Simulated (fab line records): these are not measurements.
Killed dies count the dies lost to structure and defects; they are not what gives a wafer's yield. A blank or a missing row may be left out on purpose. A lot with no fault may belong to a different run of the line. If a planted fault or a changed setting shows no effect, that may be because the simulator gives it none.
fab line records ; flow nand-harc ; part 1 of 2: steps 1 to 28 of 34
[record] lots = 5; wafers = 15; last-day = 24
route steps=1159 shown P_M1@302 P_M2@318
lots untouched by any fault: they come from a run of this same line in which no faults occurred
start-h: hours from the record's first day to the start of the lot's first wafer shown ; wait-h: hours from the lot's prior step to this one ; " identical to the entry in the row above ; L1.1+2: several wafers, shown together as one row ; - no value, or no start given ; * or withheld: withheld ; < > ~ a bound
route shown NAME@n: NAME is a module with steps in the file, n the number in the route of the first one ; usual: average and standard deviation across the fault-free wafers ; same: alike in all rows ; chamber/n: place in a boat ; sites: per-site readings ; _std_site: the values' standard deviation ; _edge_site: inner sites' mean taken away from outer sites' mean ; radius-mm: how far each site lies from the wafer's centre ; mask NAME#n: copy n ; behind: the tool/chamber that last shaped the wafer ; hold: what put the lot on hold/how long, in hours/how the hold closed ; device: names the non-switching transistor (n, p or np) ; end of line: the route-end tests of the same wafers ; step lacking rows: just its recipe ; killed: at the first sort, the dies lost to defects and structure; wafer yield is something else ; map: per-die view of a wafer (x killed, . not killed, _ where there is no die)
set.NAME: the run value of the setting; set.NAME@STEP: its run value at that earlier step ; model.NAME: the simulator's own value behind a step, which no gauge read
a table for each step, a row for each wafer; lots at some steps of the route
services: when a tool's chamber went out of use (start-h, in hours from the record's first day, below 0 if earlier), for how many hours, and the reason
[[steps]]
[step NHARC_P_M1_STRIP_18]
[recipe] power-w = 1000; n2-flow-sccm = 150; h2-flow-sccm = 150; ar-flow-sccm = 0; bias-w = 0; chemistry = N2/H2
[usual] drypump-motor-current-A = 5.6/0.53; h2-flow-sccm = 150.0/0.43; oes-product-au = 0.996/0.0094; rf-vpp-V = 90.8/0.95; showerhead-plenum-p-Torr = 2.08/0.082; throttle-valve-pct = 14.171/0.0094
lot.wafer;tool;chamber;start-h;wait-h;drypump-motor-current-A;h2-flow-sccm;oes-product-au;rf-hours-counter-h;rf-vpp-V;showerhead-plenum-p-Torr;throttle-valve-pct
L078.2;rie-diel-10;3;139.64;0.1;5.1;149.8;1.005;9;89.1;1.92;14.174
L078.5;rie-diel-10;3;139.64;0.1;5.1;149.4;1.002;-;89.9;1.92;14.192
L078.6;rie-diel-10;0;139.64;0.1;5.9;150.3;0.997;-;90.9;1.96;14.181
L077.1;rie-diel-12;2;144.71;0.1;5.1;149.9;0.985;5;90.2;2.04;14.172
L077.5;rie-diel-12;2;144.71;0.1;5.1;149.6;0.994;-;90.7;2.04;14.168
L077.6;rie-diel-12;3;144.71;0.1;5.1;150.1;1.002;-;92.2;2.15;14.160
L086.4;rie-diel-08;1;209.27;0.1;5.3;149.7;0.981;2;91.3;2.04;14.181
L086.2;rie-diel-08;0;209.27;0.1;6.2;149.9;0.984;2;92.8;2.20;14.157
L086.5;rie-diel-08;1;209.27;0.1;5.3;149.2;0.985;-;90.7;2.04;14.172
L091.2;rie-diel-12;2;228.38;0.1;5.1;149.9;0.991;1;88.8;2.04;14.156
L091.6;rie-diel-12;0;228.38;0.1;6.7;149.5;1.008;-;90.0;2.20;14.164
L091.5;rie-diel-12;1;228.38;0.1;5.7;150.1;0.976;-;90.2;2.05;14.172
L095.3;rie-diel-12;3;246.23;0.1;5.2;150.6;0.973;2;91.9;2.15;14.181
L095.2;rie-diel-12;0;246.23;0.1;6.7;150.3;1.008;2;91.5;2.20;14.160
L095.5;rie-diel-12;3;246.23;0.1;5.2;150.3;0.969;-;89.3;2.15;14.159
[step NHARC_P_M1_ETCH_28]
[recipe] target-depth-a = 300; over-etch-frac = 0.3; time-s = 72.99; ion-energy-ev = 150; cf4-flow-sccm = 50; n2-flow-sccm = 100; ar-flow-sccm = 150; rf-w = 300; bias-w = 100; chemistry = CF4/N2
[usual] drypump-motor-current-A = 5.6/0.57; oes-product-au = 0.999/0.0085; rf-vpp-V = 315.1/1.7; showerhead-plenum-p-Torr = 2.69/0.099; throttle-valve-pct = 19.795/0.0087
lot.wafer;tool;chamber;start-h;wait-h;drypump-motor-current-A;oes-product-au;rf-hours-counter-h;rf-vpp-V;showerhead-plenum-p-Torr;throttle-valve-pct
L078.2;rie-diel-10;3;-;-;5.1;1.012;9;312.7;2.49;19.796
L078.6;rie-diel-10;1;-;-;5.7;1.001;-;315.9;2.73;19.804
L078.5;rie-diel-10;2;-;-;5.3;1.013;-;313.2;2.60;19.787
L077.1;rie-diel-12;2;-;-;5.1;0.996;5;314.1;2.63;19.791
L077.6;rie-diel-12;0;-;-;6.7;1.003;-;318.5;2.82;19.784
L077.5;rie-diel-12;1;-;-;5.8;1.004;-;313.3;2.64;19.810
L086.4;rie-diel-08;3;-;-;5.3;0.995;2;315.2;2.73;19.801
L086.2;rie-diel-08;0;-;-;6.2;0.992;2;316.4;2.81;19.793
L086.5;rie-diel-08;1;-;-;5.3;0.998;-;314.3;2.63;19.791
L091.2;rie-diel-12;3;-;-;5.1;0.993;1;315.9;2.76;19.782
L091.5;rie-diel-12;3;-;-;5.1;0.995;-;315.8;2.76;19.808
L091.6;rie-diel-12;0;-;-;6.7;1.013;-;317.7;2.82;19.782
L095.2;rie-diel-12;1;-;-;5.7;0.999;2;315.2;2.63;19.784
L095.3;rie-diel-12;2;-;-;5.1;0.996;2;316.1;2.63;19.784
L095.5;rie-diel-12;0;-;-;6.7;1.004;-;317.2;2.82;19.796
[step NHARC_P_M1_STRIP_19]
[recipe] time-s = 600; temp-c = 30; chemistry = post-etch-residue-remover
[usual] bath-heat-duty-pct = 13.1/1.8
lot.wafer;tool;chamber;start-h;wait-h;bath-heat-duty-pct
L078.6;wet-bench-10;7;140.01;-;12.4
L078.5;wet-bench-10;0;140.01;-;16.4
L078.2;wet-bench-10;1;140.01;-;11.2
L077.5;wet-bench-08;4;145.09;-;12.5
L077.6;wet-bench-08;7;145.09;-;13.8
L077.1;wet-bench-08;0;145.09;-;12.1
L086.5;wet-bench-08;5;209.64;-;13.5
L086.4;wet-bench-08;7;209.64;-;13.6
L086.2;wet-bench-08;2;209.64;-;12.2
L091.6;wet-bench-10;0;228.70;-;18.1
L091.2;wet-bench-10;1;228.70;-;10.8
L091.5;wet-bench-10;3;228.70;-;11.0
L095.3;wet-bench-08;6;246.65;-;13.8
L095.2;wet-bench-08;7;246.65;-;12.4
L095.5;wet-bench-08;1;246.65;-;15.1
[step NHARC_P_M1_DEGAS_29]
[recipe] temp-c = 250; time-s = 60
[usual] heater-power-w = 310/27
lot.wafer;tool;chamber;start-h;wait-h;heater-power-w
L078.2;pvd-sputter-03;-;140.31;-;303
L078.6;pvd-sputter-03;-;140.31;-;322
L078.5;pvd-sputter-03;-;140.31;-;302
L077.1;pvd-sputter-02;-;145.37;-;308
L077.6;pvd-sputter-02;-;145.37;-;283
L077.5;pvd-sputter-02;-;145.37;-;313
L086.4;pvd-sputter-02;-;209.96;-;297
L086.2;pvd-sputter-02;-;209.96;-;319
L086.5;pvd-sputter-02;-;209.96;-;319
L091.2;pvd-sputter-01;-;229.00;-;264
L091.6;pvd-sputter-01;-;229.00;-;300
L091.5;pvd-sputter-01;-;229.00;-;300
L095.2;pvd-sputter-03;-;246.99;-;322
L095.3;pvd-sputter-03;-;246.99;-;309
L095.5;pvd-sputter-03;-;246.99;-;322
[step NHARC_P_M1_PRE_CLEAN_30]
[recipe] time-s = 30; temp-c = 280; gas = H2/He
[usual] heater-power-w = 384/35
lot.wafer;tool;chamber;start-h;wait-h;heater-power-w
L078.2;pvd-sputter-03;-;-;-;375
L078.6;pvd-sputter-03;-;-;-;371
L078.5;pvd-sputter-03;-;-;-;390
L077.1;pvd-sputter-02;-;-;-;358
L077.6;pvd-sputter-02;-;-;-;457
L077.5;pvd-sputter-02;-;-;-;372
L086.2;pvd-sputter-02;-;-;-;466
L086.4;pvd-sputter-02;-;-;-;391
L086.5;pvd-sputter-02;-;-;-;394
L091.2;pvd-sputter-01;-;-;-;376
L091.6;pvd-sputter-01;-;-;-;373
L091.5;pvd-sputter-01;-;-;-;318
L095.3;pvd-sputter-03;-;-;-;394
L095.2;pvd-sputter-03;-;-;-;321
L095.5;pvd-sputter-03;-;-;-;397
[step NHARC_P_M1_PVD_20]
[recipe] target-thk-a = 50; bias-v = 168.6; power-w = 15000; chamber-pressure-pa = 0.12; time-s = 8.06; substrate-temp-c = 50; material = TaN
[usual] throttle-valve-pct = 29.9/1.1
lot.wafer;tool;chamber;start-h;wait-h;throttle-valve-pct
L078.2;pvd-sputter-03;-;-;-;27.9
L078.6;pvd-sputter-03;-;-;-;29.0
L078.5;pvd-sputter-03;-;-;-;28.3
L077.1;pvd-sputter-02;-;-;-;31.0
L077.5;pvd-sputter-02;-;-;-;30.8
L077.6;pvd-sputter-02;-;-;-;29.9
L086.2;pvd-sputter-02;-;-;-;30.9
L086.4;pvd-sputter-02;-;-;-;30.2
L086.5;pvd-sputter-02;-;-;-;31.0
L091.2;pvd-sputter-01;-;-;-;32.2
L091.5;pvd-sputter-01;-;-;-;27.7
L091.6;pvd-sputter-01;-;-;-;32.3
L095.2;pvd-sputter-03;-;-;-;27.9
L095.3;pvd-sputter-03;-;-;-;29.1
L095.5;pvd-sputter-03;-;-;-;30.6
[step NHARC_P_M1_PVD_21]
[recipe] target-thk-a = 300; chamber-pressure-pa = 5; power-w = 5000; substrate-temp-c = 30; time-s = 20.49; material = Cu
[usual] throttle-valve-pct = 29.8/0.99
lot.wafer;tool;chamber;start-h;wait-h;throttle-valve-pct
L078.2;pvd-sputter-03;-;-;-;28.8
L078.6;pvd-sputter-03;-;-;-;29.3
L078.5;pvd-sputter-03;-;-;-;27.9
L077.1;pvd-sputter-02;-;-;-;29.7
L077.6;pvd-sputter-02;-;-;-;30.2
L077.5;pvd-sputter-02;-;-;-;30.3
L086.4;pvd-sputter-02;-;-;-;31.0
L086.2;pvd-sputter-02;-;-;-;30.2
L086.5;pvd-sputter-02;-;-;-;31.1
L091.2;pvd-sputter-01;-;-;-;31.9
L091.6;pvd-sputter-01;-;-;-;27.2
L091.5;pvd-sputter-01;-;-;-;31.9
L095.3;pvd-sputter-03;-;-;-;29.0
L095.2;pvd-sputter-03;-;-;-;28.2
L095.5;pvd-sputter-03;-;-;-;29.8
[step NHARC_P_M1_ECD_22]
[recipe] target-thk-a = 4000; bath-temp-c = 25; material = Cu
[usual] bath-heat-duty-pct = 6.4/0.61
lot.wafer;tool;chamber;start-h;wait-h;bath-heat-duty-pct
L078.2;ecd-cu-02;1;140.66;-;7.9
L078.5;ecd-cu-02;1;140.66;-;6.6
L078.6;ecd-cu-02;0;140.66;-;6.5
L077.1;ecd-cu-02;0;145.71;-;5.6
L077.5;ecd-cu-02;0;145.71;-;5.7
L077.6;ecd-cu-02;1;145.71;-;7.1
L086.2;ecd-cu-02;1;210.31;-;6.8
L086.4;ecd-cu-02;0;210.31;-;5.9
L086.5;ecd-cu-02;1;210.31;-;6.4
L091.2;ecd-cu-02;0;229.40;-;5.6
L091.6;ecd-cu-02;1;229.40;-;6.6
L091.5;ecd-cu-02;0;229.40;-;6.1
L095.2;ecd-cu-02;1;247.40;-;6.9
L095.3;ecd-cu-02;0;247.40;-;6.0
L095.5;ecd-cu-02;0;247.40;-;6.1
[step NHARC_P_M1_ANNEAL_31]
[recipe] temp-c = 225; time-s = 90
[usual] wafer_temp_C_max = 226.4/0.34
lot.wafer;tool;chamber;start-h;wait-h;wafer_temp_C_max
L078.2;rtp-anneal-02;0;141.09;0.4;225.8
L078.5;rtp-anneal-02;0;141.09;0.4;225.9
L078.6;rtp-anneal-02;0;141.09;0.4;226.0
L077.1;rtp-anneal-02;0;146.09;0.3;226.0
L077.5;rtp-anneal-02;0;146.09;0.3;225.9
L077.6;rtp-anneal-02;0;146.09;0.3;227.3
L086.2;rtp-anneal-02;0;210.84;0.5;226.5
L086.4;rtp-anneal-02;0;210.84;0.5;226.2
L086.5;rtp-anneal-02;0;210.84;0.5;226.1
L091.2;rtp-anneal-02;0;229.87;0.4;226.5
L091.5;rtp-anneal-02;0;229.87;0.4;226.4
L091.6;rtp-anneal-02;0;229.87;0.4;226.2
L095.2;rtp-anneal-02;0;247.78;0.3;226.5
L095.3;rtp-anneal-02;0;247.78;0.3;226.2
L095.5;rtp-anneal-02;0;247.78;0.3;226.4
[step NHARC_P_M1_CMP_23]
[recipe] t-overpolish-s = 20; target-thk-nm = 157.82
[usual] motor-current-A = 12.2/1.5; time-to-endpoint-s = 28.6/2.2
[same] t-overpolish-s = 20
lot.wafer;tool;chamber;start-h;wait-h;motor-current-A;time-to-endpoint-s
L078.2;cmp-01;2;141.44;-;10.6;27.1
L078.5;cmp-01;0;141.44;-;12.1;28.8
L078.6;cmp-01;1;141.44;-;12.9;29.1
L077.1;cmp-04;3;146.46;-;12.6;27.4
L077.5;cmp-04;2;146.46;-;10.4;22.7
L077.6;cmp-04;3;146.46;-;12.6;28.0
L086.2;cmp-02;0;211.19;-;15.0;28.8
L086.4;cmp-02;1;211.19;-;13.8;28.5
L086.5;cmp-02;2;211.19;-;12.1;27.2
L091.2;cmp-01;0;230.19;-;12.1;29.2
L091.6;cmp-01;3;230.19;-;12.9;27.3
L091.5;cmp-01;0;230.19;-;12.7;29.7
L095.2;cmp-04;1;248.07;-;12.6;29.2
L095.3;cmp-04;3;248.07;-;12.3;29.1
L095.5;cmp-04;1;248.07;-;13.7;27.5
[step NHARC_P_M1_THK_MEAS_24]
[recipe] thk-meas-gauge = xrf
[usual] thk-nm = 157.8/1.4
lot.wafer;tool;chamber;start-h;wait-h;thk-nm
L078.2;film-metro-02;-;141.69;-;158.5
L078.5;film-metro-02;-;141.69;-;156.6
L078.6;film-metro-02;-;141.69;-;157.5
L077.1;film-metro-01;-;146.75;-;157.7
L077.5;film-metro-01;-;146.75;-;157.8
L077.6;film-metro-01;-;146.75;-;158.2
L086.2;film-metro-02;-;211.45;-;157.7
L086.4;film-metro-02;-;211.45;-;156.7
L086.5;film-metro-02;-;211.45;-;157.1
L091.2;film-metro-01;-;230.48;-;158.5
L091.5;film-metro-01;-;230.48;-;157.9
L091.6;film-metro-01;-;230.48;-;157.8
L095.2;film-metro-02;-;248.39;-;159.5
L095.3;film-metro-02;-;248.39;-;156.4
L095.5;film-metro-02;-;248.39;-;159.0
[step NHARC_P_M1_SRD_25]
lot.wafer;tool;chamber;start-h;wait-h
L078.2+5+6;wet-bench-10;6,7,0;141.73;0.0
L077.6+5+1;wet-bench-10;3,5,6;146.80;0.0
L086.2+4+5;wet-bench-10;6,7,0;211.49;0.0
L091.2+6+5;wet-bench-10;0,1,4;230.55;0.1
L095.2+5+3;wet-bench-08;5,6,7;248.44;0.0
[step NHARC_P_M1_INSPECT_27]
[usual] raw-defect-count = 294/150
lot.wafer;tool;chamber;start-h;wait-h;raw-defect-count
L078.2;defect-inspect-02;-;141.85;0.0;159
L078.5;defect-inspect-02;-;141.85;0.0;180
L078.6;defect-inspect-02;-;141.85;0.0;175
L077.1;defect-inspect-02;-;146.91;0.0;262
L077.5;defect-inspect-02;-;146.91;0.0;661
L077.6;defect-inspect-02;-;146.91;0.0;247
L086.2;defect-inspect-01;-;211.60;0.0;215
L086.4;defect-inspect-01;-;211.60;0.0;133
L086.5;defect-inspect-01;-;211.60;0.0;183
L091.2;defect-inspect-01;-;230.66;0.0;147
L091.5;defect-inspect-01;-;230.66;0.0;159
L091.6;defect-inspect-01;-;230.66;0.0;197
L095.2;defect-inspect-02;-;248.57;0.0;302
L095.3;defect-inspect-02;-;248.57;0.0;239
L095.5;defect-inspect-02;-;248.57;0.0;264
[step NHARC_P_M1_PRE_CLEAN_32]
[recipe] time-s = 12; temp-c = 370; rf-power-w = 300; gas = NH3
[usual] heater-power-w = 587/67
lot.wafer;tool;chamber;start-h;wait-h;heater-power-w
L078.2;pecvd-02;1;141.93;0.1;598
L078.6;pecvd-02;1;141.93;0.1;602
L078.5;pecvd-02;2;141.93;0.1;507
L077.1;pecvd-02;2;146.99;0.1;508
L077.6;pecvd-02;1;146.99;0.1;598
L077.5;pecvd-02;0;146.99;0.1;608
L086.2;pecvd-02;1;211.67;0.1;586
L086.4;pecvd-02;1;211.67;0.1;592
L086.5;pecvd-02;2;211.67;0.1;488
L091.2;pecvd-04;0;230.74;0.1;628
L091.6;pecvd-04;2;230.74;0.1;679
L091.5;pecvd-04;0;230.74;0.1;628
L095.2;pecvd-03;0;248.64;0.1;465
L095.3;pecvd-03;2;248.64;0.1;556
L095.5;pecvd-03;0;248.64;0.1;470
[step NHARC_P_M1_DEP_33]
[recipe] target-thk-a = 300; temp-c = 370; target-thk-nm = 30; pressure-torr = 3; flow-sccm = 200; rf-w = 450; material = SiCN
[usual] heater-power-w = 531/71
lot.wafer;tool;chamber;start-h;wait-h;heater-power-w
L078.2;pecvd-02;1;142.04;0.1;503
L078.6;pecvd-02;1;142.04;0.1;512
L078.5;pecvd-02;2;142.04;0.1;377
L077.1;pecvd-02;2;147.10;0.1;444
L077.6;pecvd-02;1;147.10;0.1;567
L077.5;pecvd-02;0;147.10;0.1;512
L086.2;pecvd-02;1;211.75;0.1;541
L086.4;pecvd-02;1;211.75;0.1;537
L086.5;pecvd-02;2;211.75;0.1;457
L091.2;pecvd-04;0;230.85;0.1;566
L091.6;pecvd-04;2;230.85;0.1;660
L091.5;pecvd-04;0;230.85;0.1;564
L095.2;pecvd-03;0;248.72;0.1;468
L095.3;pecvd-03;2;248.72;0.1;567
L095.5;pecvd-03;0;248.72;0.1;474
[step NHARC_P_M2_DEP_00]
[recipe] target-thk-a = 1825; target-thk-nm = 182.5; temp-c = withheld; pressure-torr = 5; flow-sccm = 200; rf-w = 600; material = SiOC
lot.wafer;tool;chamber;start-h;wait-h
L078.2+5+6;pecvd-04;2,0,1;142.50;-
L077.1+6+5;pecvd-04;2,0,2;147.56;-
L086.2+4+5;pecvd-02;1,2,1;-;-
L091.2+6+5;pecvd-02;1,1,2;231.23;-
L095.2+3+5;pecvd-02;0,1,2;249.16;-
[step NHARC_P_M2_DEHYDRATE_01]
[recipe] temp-c = 150; time-s = 120
lot.wafer;tool;chamber;start-h;wait-h
L078.2+5+6;litho-track-06;0;142.81;-
L077.1+5+6;litho-track-01;0;147.87;-
L086.2+4+5;litho-track-06;0;212.55;-
L091.2+5+6;litho-track-04;0;231.63;-
L095.2+3+5;litho-track-04;0;249.52;-
[step NHARC_P_M2_HMDS_02]
[recipe] time-s = 30
lot.wafer;tool;chamber;start-h;wait-h
L078.2+5+6;litho-track-06;0;-;-
L077.1+5+6;litho-track-01;0;-;-
L086.2+4+5;litho-track-06;0;-;-
L091.2+5+6;litho-track-04;0;-;-
L095.2+3+5;litho-track-04;0;-;-
[step NHARC_P_M2_COAT_34]
[recipe] temp-c = 200; time-s = 65
lot.wafer;tool;chamber;start-h;wait-h
L078.2+5+6;litho-track-06;0;-;-
L077.1+5+6;litho-track-01;0;-;-
L086.2+4+5;litho-track-06;0;-;-
L091.2+5+6;litho-track-04;0;-;-
L095.2+3+5;litho-track-04;0;-;-
[step NHARC_P_M2_COAT_03]
[recipe] spin-rpm = 1500; resist-thk-nm = 90
[usual] dispense-pressure-kPa = 50.7/1.1
lot.wafer;tool;chamber;start-h;wait-h;dispense-pressure-kPa
L078.2;litho-track-06;0;-;-;49.3
L078.5;litho-track-06;0;-;-;49.4
L078.6;litho-track-06;0;-;-;49.4
L077.1;litho-track-01;0;-;-;51.0
L077.5;litho-track-01;0;-;-;51.0
L077.6;litho-track-01;0;-;-;51.0
L086.2;litho-track-06;0;-;-;49.4
L086.4;litho-track-06;0;-;-;49.3
L086.5;litho-track-06;0;-;-;49.4
L091.2;litho-track-04;0;-;-;52.1
L091.5;litho-track-04;0;-;-;52.1
L091.6;litho-track-04;0;-;-;52.1
L095.2;litho-track-04;0;-;-;52.1
L095.3;litho-track-04;0;-;-;52.1
L095.5;litho-track-04;0;-;-;52.1
[step NHARC_P_M2_SOFTBAKE_04]
[recipe] temp-c = 105; time-s = 55
lot.wafer;tool;chamber;start-h;wait-h
L078.2+5+6;litho-track-06;0;-;-
L077.1+5+6;litho-track-01;0;-;-
L086.2+4+5;litho-track-06;0;-;-
L091.2+5+6;litho-track-04;0;-;-
L095.2+3+5;litho-track-04;0;-;-
[step NHARC_P_M2_EBR_05]
lot.wafer;tool;chamber;start-h;wait-h
L078.2+5+6;litho-track-06;0;-;-
L077.1+5+6;litho-track-01;0;-;-
L086.2+4+5;litho-track-06;0;-;-
L091.2+5+6;litho-track-04;0;-;-
L095.2+3+5;litho-track-04;0;-;-
[step NHARC_P_M2_EXPOSE_06]
[recipe] na = 1.35; target-cd-nm = 170; dose-mj = 80.78; mask-id = P_M2
[usual] exposure-dose-mJ-cm2 = 80.70/0.08
lot.wafer;tool;chamber;start-h;wait-h;mask;exposure-dose-mJ-cm2
L078.2;arfi-scanner-02;0;143.10;-;P_M2#0;80.90
L078.5;arfi-scanner-02;0;143.10;-;P_M2#0;80.82
L078.6;arfi-scanner-02;0;143.10;-;P_M2#0;80.68
L077.1;arfi-scanner-02;0;148.04;-;P_M2#0;80.68
L077.5;arfi-scanner-02;0;148.04;-;P_M2#0;80.79
L077.6;arfi-scanner-02;0;148.04;-;P_M2#0;80.76
L086.2;arfi-scanner-03;0;212.72;-;P_M2#0;80.74
L086.4;arfi-scanner-03;0;212.72;-;P_M2#0;80.78
L086.5;arfi-scanner-03;0;212.72;-;P_M2#0;80.70
L091.2;arfi-scanner-02;0;231.92;-;P_M2#0;80.65
L091.5;arfi-scanner-02;0;231.92;-;P_M2#0;80.66
L091.6;arfi-scanner-02;0;231.92;-;P_M2#0;80.67
L095.2;arfi-scanner-01;0;249.68;-;P_M2#0;80.68
L095.3;arfi-scanner-01;0;249.68;-;P_M2#0;80.55
L095.5;arfi-scanner-01;0;249.68;-;P_M2#0;80.67
[step NHARC_P_M2_PEB_07]
[recipe] peb-temp-c = 100; peb-time-s = 65
lot.wafer;tool;chamber;start-h;wait-h
L078.2+5+6;litho-track-01;0;143.16;0.1
L077.1+5+6;litho-track-04;0;148.10;0.1
L086.2+4+5;litho-track-04;0;212.78;0.1
L091.2+5+6;litho-track-01;0;231.98;0.1
L095.2+3+5;litho-track-01;0;249.74;0.1
[step NHARC_P_M2_DEVELOP_08]
[recipe] develop-time-s = 35; dev-temp-c = 23
[usual] developer-temp-C = 23.00/0.12
lot.wafer;tool;chamber;start-h;wait-h;developer-temp-C
L078.2;litho-track-01;0;-;-;23.01
L078.5;litho-track-01;0;-;-;22.89
L078.6;litho-track-01;0;-;-;22.93
L077.1;litho-track-04;0;-;-;22.93
L077.5;litho-track-04;0;-;-;22.90
L077.6;litho-track-04;0;-;-;22.81
L086.2;litho-track-04;0;-;-;23.21
L086.4;litho-track-04;0;-;-;23.01
L086.5;litho-track-04;0;-;-;22.84
L091.2;litho-track-01;0;-;-;22.83
L091.5;litho-track-01;0;-;-;22.88
L091.6;litho-track-01;0;-;-;22.83
L095.2;litho-track-01;0;-;-;23.06
L095.3;litho-track-01;0;-;-;22.87
L095.5;litho-track-01;0;-;-;22.82
[step NHARC_P_M2_CD_MEAS_09]
[recipe] target-cd-nm = 170; landing-energy-ev = 500
[usual] cd-nm = 169.6/0.46
lot.wafer;tool;chamber;start-h;wait-h;cd-nm
L078.2;cd-sem-02;0;143.24;-;169.7
L078.5;cd-sem-02;0;143.24;-;169.7
L078.6;cd-sem-02;0;143.24;-;169.5
L077.1;cd-sem-03;0;148.18;-;170.4
L077.5;cd-sem-03;0;148.18;-;170.5
L077.6;cd-sem-03;0;148.18;-;170.2
L086.2;cd-sem-03;0;212.86;-;169.7
L086.4;cd-sem-03;0;212.86;-;169.2
L086.5;cd-sem-03;0;212.86;-;169.9
L091.2;cd-sem-01;0;232.06;-;170.2
L091.5;cd-sem-01;0;232.06;-;169.0
L091.6;cd-sem-01;0;232.06;-;169.1
L095.2;cd-sem-02;0;249.82;-;169.3
L095.3;cd-sem-02;0;249.82;-;169.3
L095.5;cd-sem-02;0;249.82;-;169.4
[step NHARC_P_M2_OVL_MEAS_10]
[recipe] pitch-nm = 340
[usual] overlay-x-nm = -0.4/0.94; overlay-y-nm = -0.2/0.68
lot.wafer;tool;chamber;start-h;wait-h;overlay-x-nm;overlay-y-nm
L078.2;overlay-02;-;143.32;-;-0.3;0.0
L078.5;overlay-02;-;143.32;-;-0.4;-0.2
L078.6;overlay-02;-;143.32;-;-0.4;-1.0
L077.1;overlay-01;-;148.26;-;-1.8;0.7
L077.5;overlay-01;-;148.26;-;-1.8;0.9
L077.6;overlay-01;-;148.26;-;-1.6;1.7
L086.2;overlay-01;-;212.95;-;-1.6;-1.1
L086.4;overlay-01;-;212.95;-;-0.8;-1.6
L086.5;overlay-01;-;212.95;-;-1.3;-1.2
L091.2;overlay-02;-;232.15;-;-1.2;-0.4
L091.5;overlay-02;-;232.15;-;-1.4;-0.3
L091.6;overlay-02;-;232.15;-;-1.1;0.1
L095.2;overlay-01;-;249.91;-;-1.7;-0.9
L095.3;overlay-01;-;249.91;-;-1.5;-0.2
L095.5;overlay-01;-;249.91;-;-1.3;-0.3
[step NHARC_P_M2_INSPECT_11]
[usual] raw-defect-count = 4.5/3
lot.wafer;tool;chamber;start-h;wait-h;raw-defect-count
L078.2;defect-inspect-01;-;143.36;0.0;5
L078.5;defect-inspect-01;-;143.36;0.0;4
L078.6;defect-inspect-01;-;143.36;0.0;2
L077.1;defect-inspect-01;-;148.30;0.0;2
L077.5;defect-inspect-01;-;148.30;0.0;4
L077.6;defect-inspect-01;-;148.30;0.0;5
L086.2;defect-inspect-01;-;212.99;0.0;2
L086.4;defect-inspect-01;-;212.99;0.0;5
L086.5;defect-inspect-01;-;212.99;0.0;4
L091.2;defect-inspect-02;-;232.18;0.0;2
L091.5;defect-inspect-02;-;232.18;0.0;3
L091.6;defect-inspect-02;-;232.18;0.0;3
L095.2;defect-inspect-01;-;249.94;0.0;6
L095.3;defect-inspect-01;-;249.94;0.0;4
L095.5;defect-inspect-01;-;249.94;0.0;3
